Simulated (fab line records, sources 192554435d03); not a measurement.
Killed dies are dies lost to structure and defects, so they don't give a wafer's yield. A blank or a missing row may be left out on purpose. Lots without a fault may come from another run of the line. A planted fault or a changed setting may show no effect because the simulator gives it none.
A struck lot beside a sound one | flow n5_finfet | 19 steps out of a route of 1938
Sound: wafers L801.2, L801.4, L801.5. Struck: wafers L808.4, L808.5. The cause comes at the end.
At each step with rows: each side's tool, then ch and its chambers, then its first start. Under that, the readings that differ: sound wafers | struck wafers | difference of the means | sigmas: that difference in standard deviations of wafers without a fault.
alike: readings whose means differ by less than 2 such deviations, and words and numbers that are the same on both sides. not compared: withheld readings, readings that some wafer has no value for, bounds like >300 that may hide the same value, and numbers for which the record gives no deviation and whose values overlap.
The two part at a step that has a row with sigmas, a row that says differs or no value, or rows on one side only. Numbers that don't overlap but have no deviation are shown without sigmas and don't part them. A reading that every wafer of one side lacks parts them only if that side has two wafers or more.

first, 3 steps without rows for these wafers: N5_BEOL_M13_ETCH_67 (etches SiARC in CF4, target depth 143 nm, time 238.3 s); N5_BEOL_M13_ETCH_68 (etches SOC in N2/H2, time 355 s); N5_BEOL_M13_STRIP_69 (strips in N2/H2).
N5_BEOL_M13_TRENCH_ETCH_34: etches SiOC in C4F8/O2/Ar, target depth 413.47 nm, time 162.6 s.
  sound on rie_diel-02 ch 1,2,3, day 11 10:01; struck on rie_diel-02 ch 2, day 13 22:32
  reading              | sound             | struck      | difference | sigmas
  he_outer_torr (Torr) | 29.91 30.03 29.97 | 30.11 30.09 | +0.13      | +2
  alike: C4F8_flow_sccm, drypump_motor_current_A, oes_product_au, rf_vpp_V, showerhead_plenum_p_Torr, throttle_valve_pct
  not compared: rf_hours_counter_h
then, 1 step without rows for these wafers: N5_BEOL_M13_STRIP_70 (strips in C4F8/O2/Ar).
N5_BEOL_M13_OCD_MEAS_35:
  sound on ocd-01, day 11 10:11; struck on ocd-01, day 13 22:43
  alike: trench_depth_nm
N5_BEOL_M13_STRIP_37: strips in N2/H2.
  sound on plasma_asher-02 ch 0,1, day 11 10:15; struck on plasma_asher-02 ch 0,1, day 13 22:46
  alike: drypump_motor_current_A, heater_power_w, oes_product_au
  not compared: rf_hours_counter_h
then, 3 steps without rows for these wafers: N5_BEOL_M13_ETCH_38 (etches SiCN in CF4/N2, target depth 67.5 nm, time 71.9 s); N5_BEOL_M13_PRECLEAN_39 (cleans in residue remover, time 60 s); N5_BEOL_M13_SRD_40 (time 30 s, dry time 30 s).
N5_BEOL_M13_DEGAS_41: time 60 s.
  sound on pvd_sputter-02, day 11 18:52; struck on pvd_sputter-01, day 13 23:47
  alike: heater_power_w, susceptor_temp_C
then, 1 step without rows for these wafers: N5_BEOL_M13_PRE_CLEAN_42 (time 30 s).
N5_BEOL_M13_SPUTTER_43: material TaN, target thk 15 nm, time 24.19 s.
  sound on pvd_sputter-02, day 11 18:57; struck on pvd_sputter-01, day 13 23:52
  reading                                      | sound             | struck    | difference                    | sigmas
  susceptor_temp_C (C)                         | 49.93 50.26 50.14 | - -       | no value on the struck wafers |
  model.TaN_of_BEOL_M13_SPUTTER_43.thk_nm (nm) | 15 15 14.8        | 11.8 11.8 | -3.1                          |
  alike: throttle_valve_pct
then, 1 step without rows for these wafers: N5_BEOL_M13_SPUTTER_44 (material Ta, target thk 10 nm, time 16.13 s).
N5_BEOL_M13_SPUTTER_45: material Cu, target thk 80 nm, time 13.33 s.
  sound on pvd_sputter-02, day 11 19:07; struck on pvd_sputter-01, day 14 00:02
  alike: susceptor_temp_C, throttle_valve_pct
then, 1 step without rows for these wafers: N5_BEOL_M13_ECD_47 (material Cu, target thk 936 nm).
N5_BEOL_M13_ANNEAL_48: time 90 s.
  sound on rtp_anneal-01 ch 0, day 11 19:54; struck on rtp_anneal-02 ch 0, day 14 00:26
  alike: wafer_temp_C_max
N5_BEOL_M13_CMP_49: polishes, stops on SiOC, t overpolish 17.1 s, target thk 420 nm.
  sound on cmp-02 ch 1,3, day 11 20:25; struck on cmp-03 ch 0,2, day 14 00:41
  reading                      | sound          | struck    | difference | sigmas
  barrier_field_endpoint_s (s) | 28.8 29.2 29.8 | 26.7 26.2 | -2.8       | -4
  alike: motor_current_A
  not compared: pad_life_wafers
N5_BEOL_M13_THK_MEAS_50: measures by xrf.
  sound on film_metro-02, day 11 20:41; struck on film_metro-01, day 14 00:54
  alike: M13_THK

WHERE THEY PART
First at N5_BEOL_M13_TRENCH_ETCH_34; last, within this record, at N5_BEOL_M13_CMP_49. Later steps at which nothing parts them and some readings are alike: N5_BEOL_M13_THK_MEAS_50.

WHY: what the simulator had put in
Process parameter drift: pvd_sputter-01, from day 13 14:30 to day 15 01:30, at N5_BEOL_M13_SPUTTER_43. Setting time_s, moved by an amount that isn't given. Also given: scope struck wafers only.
